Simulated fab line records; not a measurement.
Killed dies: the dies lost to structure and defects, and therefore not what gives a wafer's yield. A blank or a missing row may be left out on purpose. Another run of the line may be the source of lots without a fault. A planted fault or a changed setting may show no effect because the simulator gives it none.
Chamber matching ; flow n5 finfet ; ald sin-02 running N5_SPACER0_ALD_07: 4 sister chambers
The step deposits SiNx, target thk 2 nm. 14 wafers are shown with their chamber, then 7 later ones without.

== WAFERS PAIRED WITH THEIR CHAMBERS ==
wafer;chamber;heater power w (W)
L079.2;3;841
L079.3;0;858
L079.6;0;864
L086.2;0;786
L086.4;3;856
L086.5;0;806
L087.2;3;843
L087.3;1;832
L087.6;1;809
L092.2;2;1064
L092.3;1;793
L092.6;3;873
L094.1;3;839
L094.2;1;804

SIGNATURES (averages over the wafers above)
reading;chamber 0;chamber 1;chamber 2;chamber 3;scatter within a chamber
heater power w;828.50;809.50;1064.00;850.40;24.6
Rule: a wafer lies at a distance from a chamber equal to the root of the sum of squares, over the readings, of (its reading less the chamber's mean, divided by the reading's scatter). If the next closest chamber is less than 2 further off than the closest, the wafer can't be placed; otherwise it belongs to the closest. The scatter: the root of (the sum of the squares of (reading less its chamber's mean) over the shown wafers, divided by (wafers less chambers)).

== WAFERS WITH NO CHAMBER GIVEN ==
wafer;heater power w (W)
L094.6;839
L096.2;804
L096.5;813
L096.6;830
L097.4;818
L097.5;1072
L097.6;832

== EACH ONE'S CHAMBER ==
wafer;from the rows above;in truth
L094.6;can't be placed: 0 or 3 or 1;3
L096.2;can't be placed: 1 or 0 or 3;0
L096.5;can't be placed: 1 or 0 or 3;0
L096.6;can't be placed: 0 or 3 or 1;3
L097.4;can't be placed: 1 or 0 or 3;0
L097.5;2;2
L097.6;can't be placed: 0 or 3 or 1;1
Correct placement for 1 of the 7. Unplaceable from these rows: 6, with the true chamber sitting among the candidates in 6. Wrongly placed: 0.
